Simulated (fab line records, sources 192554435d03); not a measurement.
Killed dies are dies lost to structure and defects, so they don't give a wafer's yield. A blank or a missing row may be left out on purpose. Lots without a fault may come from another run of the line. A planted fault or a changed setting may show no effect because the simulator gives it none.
fab line records | flow n5_finfet
record lots=7 wafers=39
route steps=1938 shown WELL_APT@31 FIN_CUT@176 SD_EPI_N@288 SDB@373 MOL_CONTACT_COAG@584 BEOL_M1@753 BEOL_M4@1021 BEOL_M5@1175 BEOL_M7@1263 BEOL_M9@1446 BEOL_M11@1593 BEOL_M15@1809 TV_LITHO@1886 PASSIVATION@1936
start_h: hours from the record's first day to the start of the lot's first wafer shown | wait_h: hours since the lot's step before | " the same as in the row above | L1.1+2: a row that stands for several wafers | - no value, or no start given | * or withheld: withheld | < > ~ a bound
route shown NAME@n: a module of which the file shows steps, and the number in the route of the first | usual: mean/standard deviation of fault-free wafers | same: alike in all rows | chamber/n: place in a boat | sites: the reading at each site | _std_site: their standard deviation | _edge_site: outer sites' mean less inner sites' | radius_mm: how far each site lies from the wafer's centre | mask NAME#n: copy n | behind: the tool/chamber that last shaped the wafer | hold: why the lot was held/for how many hours/how that ended | device: the transistor (n, p or np) that didn't switch | end of line: the same wafers' tests at the end of the route | a step without rows: its recipe alone | killed: dies lost to structure and defects at the first sort, not the wafer's yield | map: a wafer's dies, x killed, . not, _ none there
set.NAME: the setting as run; set.NAME@STEP: as run at that earlier step | model.NAME: the simulator's own value behind a step, which no gauge read
lots whose settings were changed on purpose; a table a step, a row a wafer
## steps
# step N5_WELL_APT_DESCUM_13
# recipe chemistry=O2 time_s=7.9 source_power_w=50 bias_power_w=20 pressure_mtorr=20 rf_frequency_hz=2.712e+07 temp_c=40 o2_flow_sccm=225
# step N5_FIN_CUT_CUT_ETCH_15
# recipe chemistry=HBr/Cl2/O2 target=Si target_depth_a=1000 bt_time_s=10 mask_material=SOC time_s=42.4 ion_energy_ev=* bias_w=* pressure_mtorr=10 icp_w=800 HBr_flow_sccm=150 Cl2_flow_sccm=80 O2_flow_sccm=12
# step N5_SD_EPI_N_EPI_21
# recipe material=Si:P dopant=P temp_c=680 pressure_torr=255 time_s=690
# step N5_SDB_ALD_29
# recipe material=SiNx target_thk_a=300 temp_c=400 ald_precursor_family=SiH2I2 ald_co_reactant=N2/H2-plasma pulse_time_s=1 ald_cycles=600 purge_time_s=2 co_reactant_purge_time_s=2 pressure_torr=2
# step N5_MOL_CONTACT_COAG_ETCHBACK_135
# recipe chemistry=CHF3 target=SiO2 target_depth_a=250 time_s=16.7 ion_energy_ev=200 pressure_mtorr=30 source_w=610 bias_w=170 Ar_flow_sccm=200 CHF3_flow_sccm=50
# step N5_BEOL_M1_PECVD_72
# recipe material=SiO2 target_thk_a=160 temp_c=400 precursor=TEOS/O2 pressure_torr=5.5 rf_w=450 teos_flow_sccm=53.8 gas=O2 flow_sccm=3000 time_s=18
# step N5_BEOL_M1_SPUTTER_48
# recipe material=Cu target_thk_a=45 temp_c=-20 chamber_pressure_pa=0.07 power_w=withheld time_s=8.29
# step N5_BEOL_M4_ILD_DEP_00
# recipe material=SiOC target_thk_a=790 temp_c=350 precursor=DEMS/O2 pressure_torr=5 rf_w=500 time_s=15.3
# step N5_BEOL_M5_SPUTTER_48
# recipe material=Cu target_thk_a=150 temp_c=-20 chamber_pressure_pa=0.07 power_w=withheld time_s=27.62
# step N5_BEOL_M7_ILD_DEP_00
# recipe material=SiCOH_lowk target_thk_a=1797.5 temp_c=300 precursor=DEMS/porogen pressure_torr=5 rf_w=500 time_s=33.4
# step N5_BEOL_M9_TRENCH_ETCH_37
# recipe chemistry=C4F6/O2 target_depth_a=1514.3 target=SiCOH_lowk time_s=49 ion_energy_ev=250 pressure_mtorr=30 source_w=345 bias_w=185 Ar_flow_sccm=300 C4F6_flow_sccm=10 O2_flow_sccm=10
# step N5_BEOL_M11_SPUTTER_48
# recipe material=Cu target_thk_a=120 temp_c=-20 bias_v=60 power_w=26000 chamber_pressure_pa=0.13 time_s=2
# step N5_BEOL_M15_TRENCH_ETCH_34
# recipe chemistry=C4F8/O2/Ar target=SiO2 target_depth_a=8729.3 he_inner_torr=15 he_outer_torr=30 time_s=199 ion_energy_ev=800 pressure_mtorr=20 source_w=1905 bias_w=2040 Ar_flow_sccm=400 C4F8_flow_sccm=16 O2_flow_sccm=12
# step N5_PASSIVATION_DESCUM_12
# step N5_PASSIVATION_PROBE_49
# usual defect_limited_yield=91.3/1.3 killed_dies=102/15 killed_on_rim=13/4 sort_n_pass=1078/15
# columns lot.wafer tool chamber start_h wait_h set.time_s@WELL_APT_DESCUM_13 set.target_depth_a@FIN_CUT_CUT_ETCH_15 set.epi_growth_time_s@SD_EPI_N_EPI_21 set.ald_cycles@SDB_ALD_29 set.time_s@MOL_CONTACT_COAG_ETCHBACK_135 set.time_s@BEOL_M1_PECVD_72 set.target_thk_a@BEOL_M1_SPUTTER_48 set.target_thk_a@BEOL_M4_ILD_DEP_00 set.time_s@BEOL_M5_SPUTTER_48 set.target_thk_a@BEOL_M7_ILD_DEP_00 set.target_depth_a@BEOL_M9_TRENCH_ETCH_37 set.target_thk_a@BEOL_M11_SPUTTER_48 set.time_s@BEOL_M15_TRENCH_ETCH_34 set.time_s@PASSIVATION_DESCUM_12 defect_limited_yield[%] killed_dies killed_on_rim sort_n_pass
L075.1 prober-01 - 258.32 0.0 5.827 1000 320.7 600 16.7 18 45 590.5 27.62 1376 2023 79.23 161.8 7.9 89.5 124 15 1056
L075.2 prober-01 - 258.37 0.1 7.9 1180 320.7 600 16.7 18 45 790 27.62 1376 1514.3 120 199 7.9 90.5 112 18 1062
L075.3 prober-01 - 258.42 0.1 7.9 1000 690 600 16.7 18 31.35 790 17.29 1797.5 1514.3 120 199 7.9 91.7 98 10 1082
L075.4 prober-01 - 258.47 0.2 5.827 1180 320.7 600 20.98 18 31.35 590.5 17.29 1376 1514.3 79.23 161.8 7.9 86.9 154 33 1026
L075.5 prober-01 - 258.52 0.2 7.9 1180 690 600 20.98 18 31.35 590.5 27.62 1797.5 2023 120 161.8 7.9 91.4 102 14 1078
L075.6 prober-01 - 258.57 0.3 5.827 1000 690 600 20.98 18 45 790 17.29 1797.5 2023 79.23 199 7.9 87.9 143 27 1037
L076.1 prober-02 - 278.08 0.0 10.55 1000 690 600 16.7 18 45 445 27.62 1797.5 1514.3 120 199 6.028 0 1180 152 0
L076.2 prober-02 - 278.13 0.1 7.9 561.4 690 600 16.7 15.28 29.84 790 27.62 1797.5 961.4 101.5 199 7.9 89.7 122 19 1058
L076.3 prober-02 - 278.18 0.1 10.55 561.4 690 600 16.7 18 29.84 790 27.62 888.4 961.4 120 199 6.028 1.5 1162 152 18
L076.4 prober-02 - 278.23 0.2 7.9 1000 690 600 16.7 15.28 29.84 445 12.22 888.4 1514.3 101.5 199 7.9 0 1180 152 0
L076.5 prober-02 - 278.28 0.2 7.9 561.4 690 600 16.7 18 45 445 12.22 1797.5 961.4 120 199 7.9 0 1180 152 0
L076.6 prober-02 - 278.33 0.3 10.55 1000 690 600 16.7 15.28 45 790 12.22 888.4 1514.3 101.5 199 6.028 1.1 1167 150 13
L078.1 prober-02 - 302.87 0.0 7.9 1000 690 600 16.7 18 64.54 437.5 27.62 1797.5 1514.3 120 199 7.9 0 1180 152 0
L078.2 prober-02 - 302.92 0.1 7.9 1000 690 844 13.42 18 45 437.5 27.62 1026 1514.3 147 283.1 11.01 0 1180 152 0
L078.3 prober-02 - 302.97 0.1 10.64 1000 690 844 16.7 13.86 45 790 23.05 1797.5 779.1 120 283.1 11.01 67.5 383 41 797
L078.4 prober-02 - 303.02 0.2 10.64 1000 690 844 13.42 13.86 64.54 790 27.62 1026 779.1 120 283.1 7.9 0 1180 152 0
L078.5 prober-02 - 303.07 0.2 10.64 1000 690 600 13.42 18 45 790 23.05 1797.5 1514.3 147 199 11.01 91.6 99 15 1081
L078.6 prober-02 - 303.12 0.3 7.9 1000 690 600 16.7 13.86 64.54 437.5 23.05 1026 779.1 147 199 7.9 0 1180 152 0
L088.1 prober-01 - 356.13 0.0 7.9 1575 690 600 13.28 18 31.43 329.7 27.62 1797.5 702.1 167.4 199 5.133 0 1180 152 0
L088.2 prober-01 - 356.18 0.1 7.9 1000 690 600 16.7 27.75 31.43 329.7 27.62 1113 1514.3 167.4 199 7.9 0 1180 152 0
L088.3 prober-01 - 356.23 0.1 5.199 1000 690 600 16.7 18 45 790 27.62 1797.5 1514.3 120 199 7.9 92.3 91 13 1089
L088.4 prober-01 - 356.28 0.2 5.199 1575 690 479 16.7 27.75 45 790 27.62 1797.5 1514.3 167.4 199 5.133 90.9 107 18 1073
L088.5 prober-01 - 356.33 0.2 7.9 1000 690 479 13.28 27.75 31.43 790 27.62 1113 702.1 120 199 7.9 0 1180 152 0
L088.6 prober-01 - 356.38 0.3 5.199 1575 690 479 13.28 18 45 329.7 27.62 1113 702.1 120 199 5.133 0 1180 152 0
L087.3 prober-02 - 360.55 0.1 7.9 1000 690 600 16.7 18 45 790 27.62 1797.5 1514.3 120 199 7.9 91.3 103 13 1077
L087.4 prober-02 - 360.60 0.2 7.9 1000 690 600 16.7 18 45 790 27.62 1797.5 1514.3 120 199 7.9 90.8 109 16 1071
L087.6 prober-02 - 360.70 0.3 7.9 1000 690 600 16.7 18 45 790 27.62 1797.5 1514.3 120 199 7.9 89.7 121 15 1058
L090.1 prober-02 - 372.58 0.0 10.16 1000 394.4 600 7.64 18 45 1037 31.99 1797.5 1078 163.5 199 7.9 56.9 508 10 672
L090.2 prober-02 - 372.63 0.1 10.16 735.1 394.4 600 16.7 8.672 45 790 27.62 1797.5 1078 120 199 5.596 88.2 139 20 1041
L090.3 prober-02 - 372.68 0.1 7.9 735.1 690 781 7.64 18 45 790 31.99 1797.5 1514.3 120 199 7.9 91.0 106 15 1074
L090.4 prober-02 - 372.73 0.2 7.9 1000 394.4 781 7.64 8.672 45 790 27.62 1797.5 1078 163.5 199 7.9 90.3 114 12 1065
L090.5 prober-02 - 372.78 0.2 7.9 735.1 690 600 16.7 8.672 45 1037 31.99 1797.5 1514.3 163.5 199 5.596 55.0 531 19 649
L090.6 prober-02 - 372.83 0.3 10.16 1000 690 781 16.7 18 45 1037 27.62 1797.5 1514.3 120 199 5.596 55.9 520 15 660
L093.1 prober-02 - 395.06 0.0 7.9 1000 690 600 20.75 18 45 645.4 27.62 859.9 720.4 120 107.1 7.9 0 1180 152 0
L093.2 prober-02 - 395.11 0.1 7.9 1000 841.1 600 20.75 8.24 55.16 645.4 27.62 1797.5 720.4 120 199 4.372 30.8 816 105 364
L093.3 prober-02 - 395.16 0.1 12.25 1000 690 600 16.7 18 55.16 790 27.62 1797.5 1514.3 120 199 4.372 93.2 80 10 1100
L093.4 prober-02 - 395.21 0.2 7.9 1000 841.1 600 16.7 8.24 45 645.4 27.62 1797.5 1514.3 120 107.1 7.9 86.8 156 25 1024
L093.5 prober-02 - 395.26 0.2 12.25 1000 841.1 600 20.75 18 55.16 790 27.62 859.9 720.4 120 107.1 4.372 0 1180 152 0
L093.6 prober-02 - 395.31 0.3 12.25 1000 690 600 16.7 8.24 45 790 27.62 859.9 1514.3 120 199 7.9 1.9 1158 151 22
# killed by level:class
L075.1 BEOL_M11:interface_void_opened=21 FIN_SAQP:geometric_particle:open=15 MOL_CONTACT_COAG:geometric_particle:open=7 BEOL_M0_SAQP:geometric_particle:open=7 BEOL_M2:geometric_particle:open=7 BEOL_M0_SAQP:geometric_particle:short=6 BEOL_M1:geometric_particle:open=6 STI_FIN_REVEAL:geometric_particle:open=5
L075.2 MOL_CONTACT_COAG:geometric_particle:open=21 FIN_SAQP:geometric_particle:open=11 BEOL_M3:geometric_particle:open=8 BEOL_M2:geometric_particle:open=8 DUMMY_GATE:geometric_particle:open=7 GATE_CUT:geometric_particle:open=5 BEOL_M0_SAQP:geometric_particle:open=5 FIN_SAQP:geometric_particle:short=4
L075.3 MOL_CONTACT_COAG:geometric_particle:open=14 FIN_SAQP:geometric_particle:open=7 BEOL_M1:geometric_particle:open=6 BEOL_M1:geometric_particle:short=6 BEOL_M2:geometric_particle:open=6 BEOL_M4:geometric_particle:open=6 STI_FIN_REVEAL:geometric_particle:open=5 GATE_CUT:geometric_particle:short=5
L075.4 BEOL_M11:interface_void_opened=34 BEOL_M0_SAQP:geometric_particle:open=15 MOL_CONTACT_COAG:geometric_particle:open=9 BEOL_M5:interface_void_opened=9 FIN_SAQP:geometric_particle:open=8 BEOL_M2:geometric_particle:open=8 STI_FIN_REVEAL:geometric_particle:open=7 DUMMY_GATE:geometric_particle:open=6
L075.5 FIN_SAQP:geometric_particle:open=11 BEOL_M0_SAQP:geometric_particle:open=10 MOL_CONTACT_COAG:geometric_particle:open=7 STI_FIN_REVEAL:geometric_particle:open=6 BEOL_M2:geometric_particle:open=6 STARTING-WAFER:geometric_particle:short=6 BEOL_M0:geometric_particle:open=5 BEOL_M1:geometric_particle:open=5
L075.6 BEOL_M11:interface_void_opened=30 BEOL_M2:geometric_particle:open=13 FIN_SAQP:geometric_particle:open=12 BEOL_M3:geometric_particle:open=12 MOL_CONTACT_COAG:geometric_particle:open=10 FIN_SAQP:geometric_particle:short=7 STI_FIN_REVEAL:geometric_particle:open=5 GATE_CUT:geometric_particle:short=5
L076.1 BEOL_M4:area_dep=1049 MOL_CONTACT_COAG:geometric_particle:open=20 BEOL_M0_SAQP:geometric_particle:short=14 BEOL_M0_SAQP:geometric_particle:open=12 STI_FIN_REVEAL:geometric_particle:open=10 FIN_SAQP:geometric_particle:open=9 BEOL_M2:geometric_particle:open=8 MOL_CONTACT_COAG:geometric_particle:short=7
L076.2 BEOL_M9:area_ecd=23 MOL_CONTACT_COAG:geometric_particle:open=14 STI_FIN_REVEAL:geometric_particle:open=8 BEOL_M2:geometric_particle:open=7 BEOL_M0_SAQP:geometric_particle:short=6 BEOL_M4:geometric_particle:open=6 FIN_SAQP:geometric_particle:open=5 MOL_CONTACT_COAG:geometric_particle:short=5
L076.3 BEOL_M7:area_dep=1050 BEOL_M2:geometric_particle:open=13 STI_FIN_REVEAL:geometric_particle:open=10 GATE_CUT:geometric_particle:short=9 MOL_CONTACT_COAG:geometric_particle:open=9 BEOL_M4:geometric_particle:open=8 BEOL_M3:geometric_particle:open=5 FIN_SAQP:geometric_particle:open=4
L076.4 BEOL_M4:area_dep=1079 BEOL_M5:interface_void_opened=17 MOL_CONTACT_COAG:geometric_particle:open=15 BEOL_M0_SAQP:geometric_particle:open=8 STI_FIN_REVEAL:geometric_particle:open=6 DUMMY_GATE:geometric_particle:open=5 STARTING-WAFER:geometric_particle:short=5 FIN_SAQP:geometric_particle:open=4
L076.5 BEOL_M4:area_dep=1094 STI_FIN_REVEAL:geometric_particle:open=13 BEOL_M5:interface_void_opened=13 BEOL_M2:geometric_particle:open=9 MOL_CONTACT_COAG:geometric_particle:open=8 BEOL_M0_SAQP:geometric_particle:open=5 BEOL_M0_SAQP:geometric_particle:short=4 BEOL_M3:geometric_particle:open=4
L076.6 BEOL_M7:area_dep=1045 STI_FIN_REVEAL:geometric_particle:open=18 BEOL_M5:interface_void_opened=16 MOL_CONTACT_COAG:geometric_particle:open=12 BEOL_M0_SAQP:geometric_particle:short=9 STI_FIN_REVEAL:geometric_particle:short=8 FIN_SAQP:geometric_particle:open=7 BEOL_M2:geometric_particle:open=7
L078.1 BEOL_M4:area_dep=1049 STI_FIN_REVEAL:geometric_particle:open=17 BEOL_M0_SAQP:geometric_particle:open=13 MOL_CONTACT_COAG:geometric_particle:open=10 BEOL_M2:geometric_particle:open=9 BEOL_M0_SAQP:geometric_particle:short=8 MOL_CONTACT_COAG:geometric_particle:short=7 FIN_SAQP:geometric_particle:short=6
L078.2 BEOL_M4:area_dep=1050 FIN_SAQP:geometric_particle:short=18 STI_FIN_REVEAL:geometric_particle:open=12 BEOL_M0_SAQP:geometric_particle:short=11 BEOL_M0_SAQP:geometric_particle:open=11 BEOL_M1:geometric_particle:open=8 MOL_CONTACT_COAG:geometric_particle:open=7 FIN_SAQP:geometric_particle:open=5
L078.3 BEOL_M9:area_ecd=281 MOL_CONTACT_COAG:geometric_particle:open=14 FIN_SAQP:geometric_particle:short=11 BEOL_M0:geometric_particle:open=8 STI_FIN_REVEAL:geometric_particle:open=6 BEOL_M0_SAQP:geometric_particle:open=5 GATE_CUT:geometric_particle:open=5 GATE_CUT:geometric_particle:short=5
L078.4 BEOL_M7:area_dep=881 BEOL_M9:area_etch=188 STI_FIN_REVEAL:geometric_particle:open=14 BEOL_M2:geometric_particle:open=12 FIN_SAQP:geometric_particle:short=9 BEOL_M0_SAQP:geometric_particle:short=7 STARTING-WAFER:geometric_particle:short=6 BEOL_M3:geometric_particle:open=6
L078.5 FIN_SAQP:geometric_particle:open=11 MOL_CONTACT_COAG:geometric_particle:open=8 BEOL_M3:geometric_particle:short=6 BEOL_M2:geometric_particle:open=5 BEOL_M0_SAQP:geometric_particle:open=4 BEOL_M0_SAQP:geometric_particle:short=4 BEOL_M4:geometric_particle:open=4 BEOL_M8:geometric_particle:open=4
L078.6 BEOL_M4:area_dep=1087 STI_FIN_REVEAL:geometric_particle:open=16 BEOL_M1:geometric_particle:open=8 STI_FIN_REVEAL:geometric_particle:short=6 FIN_SAQP:geometric_particle:short=5 BEOL_M2:geometric_particle:open=5 STARTING-WAFER:geometric_particle:open=5 FIN_SAQP:geometric_particle:open=4
L088.1 BEOL_M4:area_dep=1100 MOL_CONTACT_COAG:geometric_particle:open=11 STI_FIN_REVEAL:geometric_particle:open=10 BEOL_M2:geometric_particle:open=10 FIN_SAQP:geometric_particle:short=8 BEOL_M8:geometric_particle:open=6 MOL_CONTACT_COAG:geometric_particle:short=3 STARTING-WAFER:geometric_particle:open=3
L088.2 BEOL_M4:area_dep=1088 MOL_CONTACT_COAG:geometric_particle:open=11 BEOL_M0_SAQP:geometric_particle:open=8 BEOL_M0_SAQP:geometric_particle:short=8 BEOL_M2:geometric_particle:open=8 FIN_SAQP:geometric_particle:short=7 BEOL_M1:geometric_particle:open=5 BEOL_M4:geometric_particle:open=5
L088.3 BEOL_M3:geometric_particle:open=13 BEOL_M2:geometric_particle:open=9 BEOL_M1:geometric_particle:short=9 BEOL_M0_SAQP:geometric_particle:short=8 FIN_SAQP:geometric_particle:open=7 FIN_SAQP:geometric_particle:short=7 BEOL_M1:geometric_particle:open=7 MOL_CONTACT_COAG:geometric_particle:open=6
L088.4 MOL_CONTACT_COAG:geometric_particle:open=15 BEOL_M2:geometric_particle:open=15 BEOL_M3:geometric_particle:open=11 BEOL_M0_SAQP:geometric_particle:short=9 FIN_SAQP:geometric_particle:short=8 BEOL_M0_SAQP:geometric_particle:open=8 FIN_SAQP:geometric_particle:open=5 MOL_CONTACT_COAG:geometric_particle:short=4
L088.5 BEOL_M9:area_etch=839 BEOL_M7:area_dep=255 FIN_SAQP:geometric_particle:short=10 MOL_CONTACT_COAG:geometric_particle:open=10 BEOL_M0_SAQP:geometric_particle:short=9 BEOL_M0_SAQP:geometric_particle:open=8 BEOL_M2:geometric_particle:open=7 BEOL_M0:geometric_particle:open=4
L088.6 BEOL_M4:area_dep=1082 BEOL_M0_SAQP:geometric_particle:short=17 BEOL_M2:geometric_particle:open=12 FIN_SAQP:geometric_particle:short=11 BEOL_M0_SAQP:geometric_particle:open=9 MOL_CONTACT_COAG:geometric_particle:open=7 FIN_SAQP:geometric_particle:open=5 BEOL_M1:geometric_particle:open=5
L087.3 BEOL_M3:geometric_particle:open=11 BEOL_M0_SAQP:geometric_particle:short=9 FIN_SAQP:geometric_particle:short=7 MOL_CONTACT_COAG:geometric_particle:open=7 BEOL_M3:geometric_particle:short=6 STI_FIN_REVEAL:geometric_particle:open=6 DUMMY_GATE:geometric_particle:open=6 BEOL_M0_SAQP:geometric_particle:open=5
L087.4 BEOL_M4:geometric_particle:open=17 FIN_SAQP:geometric_particle:open=11 MOL_CONTACT_COAG:geometric_particle:open=8 BEOL_M0_SAQP:geometric_particle:short=8 FIN_SAQP:geometric_particle:short=6 MOL_CONTACT_COAG:geometric_particle:short=6 BEOL_M0_SAQP:geometric_particle:open=6 BEOL_M2:geometric_particle:open=5
L087.6 BEOL_M3:geometric_particle:open=13 FIN_SAQP:geometric_particle:open=12 BEOL_M4:geometric_particle:open=10 BEOL_M0_SAQP:geometric_particle:short=9 FIN_SAQP:geometric_particle:short=8 DUMMY_GATE:geometric_particle:open=6 BEOL_M1:geometric_particle:open=6 STI_FIN_REVEAL:geometric_particle:open=5
L090.1 BEOL_M4:area_dep=403 BEOL_M0_SAQP:geometric_particle:open=12 BEOL_M0:geometric_particle:open=11 MOL_CONTACT_COAG:geometric_particle:open=10 BEOL_M2:geometric_particle:open=10 BEOL_M0_SAQP:geometric_particle:short=8 STI_FIN_REVEAL:geometric_particle:open=7 BEOL_M3:geometric_particle:open=7
L090.2 BEOL_M3:geometric_particle:open=22 MOL_CONTACT_COAG:geometric_particle:open=13 BEOL_M0_SAQP:geometric_particle:short=9 FIN_SAQP:geometric_particle:short=8 BEOL_M0:geometric_particle:open=8 BEOL_M1:geometric_particle:open=8 BEOL_M0_SAQP:geometric_particle:open=7 BEOL_M1:geometric_particle:short=7
L090.3 BEOL_M3:geometric_particle:open=15 MOL_CONTACT_COAG:geometric_particle:open=11 BEOL_M2:geometric_particle:open=11 BEOL_M0_SAQP:geometric_particle:open=10 BEOL_M0_SAQP:geometric_particle:short=8 STI_FIN_REVEAL:geometric_particle:open=5 DUMMY_GATE:geometric_particle:open=5 FIN_SAQP:geometric_particle:short=3
L090.4 MOL_CONTACT_COAG:geometric_particle:open=15 FIN_SAQP:geometric_particle:open=11 BEOL_M0_SAQP:geometric_particle:short=10 BEOL_M0_SAQP:geometric_particle:open=8 BEOL_M3:geometric_particle:open=8 FIN_SAQP:geometric_particle:short=7 STI_FIN_REVEAL:geometric_particle:open=6 BEOL_M2:geometric_particle:open=6
L090.5 BEOL_M4:area_dep=404 STI_FIN_REVEAL:geometric_particle:open=13 MOL_CONTACT_COAG:geometric_particle:open=10 FIN_SAQP:geometric_particle:open=9 BEOL_M0_SAQP:geometric_particle:open=9 BEOL_M0_SAQP:geometric_particle:short=8 BEOL_M4:geometric_particle:open=8 BEOL_M2:geometric_particle:open=8
L090.6 BEOL_M4:area_dep=418 MOL_CONTACT_COAG:geometric_particle:open=14 STI_FIN_REVEAL:geometric_particle:open=11 BEOL_M2:geometric_particle:open=10 BEOL_M0_SAQP:geometric_particle:short=8 BEOL_M0_SAQP:geometric_particle:open=8 BEOL_M3:geometric_particle:open=7 BEOL_M1:geometric_particle:open=5
L093.1 BEOL_M7:area_dep=1073 BEOL_M9:area_etch=25 BEOL_M0_SAQP:geometric_particle:short=14 MOL_CONTACT_COAG:geometric_particle:open=7 BEOL_M0_SAQP:geometric_particle:open=6 BEOL_M1:geometric_particle:open=6 BEOL_M4:geometric_particle:open=6 BEOL_M3:geometric_particle:open=5
L093.2 BEOL_M9:area_ecd=561 BEOL_M9:area_etch=160 BEOL_M0_SAQP:geometric_particle:open=14 BEOL_M0_SAQP:geometric_particle:short=10 MOL_CONTACT_COAG:geometric_particle:open=9 BEOL_M4:geometric_particle:open=7 BEOL_M1:geometric_particle:open=7 GATE_CUT:geometric_particle:short=6
L093.3 BEOL_M0_SAQP:geometric_particle:open=9 MOL_CONTACT_COAG:geometric_particle:open=8 BEOL_M0_SAQP:geometric_particle:short=8 GATE_CUT:geometric_particle:short=7 FIN_SAQP:geometric_particle:open=6 BEOL_M2:geometric_particle:open=4 STARTING-WAFER:geometric_particle:open=4 GATE_CUT:geometric_particle:open=3
L093.4 BEOL_M15:area_ecd=51 BEOL_M0_SAQP:geometric_particle:open=22 BEOL_M0_SAQP:geometric_particle:short=18 HKMG_FIN:area_etch=12 BEOL_M3:geometric_particle:open=7 MOL_CONTACT_COAG:geometric_particle:open=6 BEOL_M1:geometric_particle:open=6 GATE_CUT:geometric_particle:short=3
L093.5 BEOL_M7:area_dep=1079 BEOL_M9:area_etch=14 BEOL_M0_SAQP:geometric_particle:open=9 BEOL_M0_SAQP:geometric_particle:short=9 MOL_CONTACT_COAG:geometric_particle:open=8 STARTING-WAFER:geometric_particle:open=7 FIN_SAQP:geometric_particle:open=6 GATE_CUT:geometric_particle:short=6
L093.6 BEOL_M7:area_dep=1067 BEOL_M0_SAQP:geometric_particle:short=11 BEOL_M1:geometric_particle:open=11 MOL_CONTACT_COAG:geometric_particle:open=8 BEOL_M4:geometric_particle:open=6 STI_FIN_REVEAL:geometric_particle:open=5 BEOL_M0_SAQP:geometric_particle:open=5 ILD0:geometric_particle:open=4
## key
split step=N5_WELL_APT_DESCUM_13 setting=time_s stated_as=7.9
response none clear
split step=N5_FIN_CUT_CUT_ETCH_15 setting=target_depth_a stated_as=1000
response none clear
split step=N5_SD_EPI_N_EPI_21 setting=epi_growth_time_s stated_as=690
response none clear
split step=N5_SDB_ALD_29 setting=ald_cycles stated_as=600
response none clear
split step=N5_MOL_CONTACT_COAG_ETCHBACK_135 setting=time_s stated_as=16.7
response none clear
split step=N5_BEOL_M1_PECVD_72 setting=time_s stated_as=18
response none clear
split step=N5_BEOL_M1_SPUTTER_48 setting=target_thk_a stated_as=45
response none clear
split step=N5_BEOL_M4_ILD_DEP_00 setting=target_thk_a stated_as=790
response none clear
split step=N5_BEOL_M5_SPUTTER_48 setting=time_s stated_as=27.62
response none clear
split step=N5_BEOL_M7_ILD_DEP_00 setting=target_thk_a stated_as=1797.5
response step=N5_PASSIVATION_PROBE_49 reading=killed_on_rim slope=-1.58 per=1% together_with=all explained=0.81
response step=N5_PASSIVATION_PROBE_49 reading=sort_n_pass slope=+12.6 per=1% together_with=all explained=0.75
response step=N5_PASSIVATION_PROBE_49 reading=killed_dies slope=-12.6 per=1% together_with=all explained=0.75
response step=N5_PASSIVATION_PROBE_49 reading=defect_limited_yield slope=+1.07 per=1% together_with=all explained=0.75
split step=N5_BEOL_M9_TRENCH_ETCH_37 setting=target_depth_a stated_as=1514.3
response none clear
split step=N5_BEOL_M11_SPUTTER_48 setting=target_thk_a stated_as=120
response none clear
split step=N5_BEOL_M15_TRENCH_ETCH_34 setting=time_s stated_as=199
response none clear
split step=N5_PASSIVATION_DESCUM_12 setting=time_s stated_as=7.9
response none clear
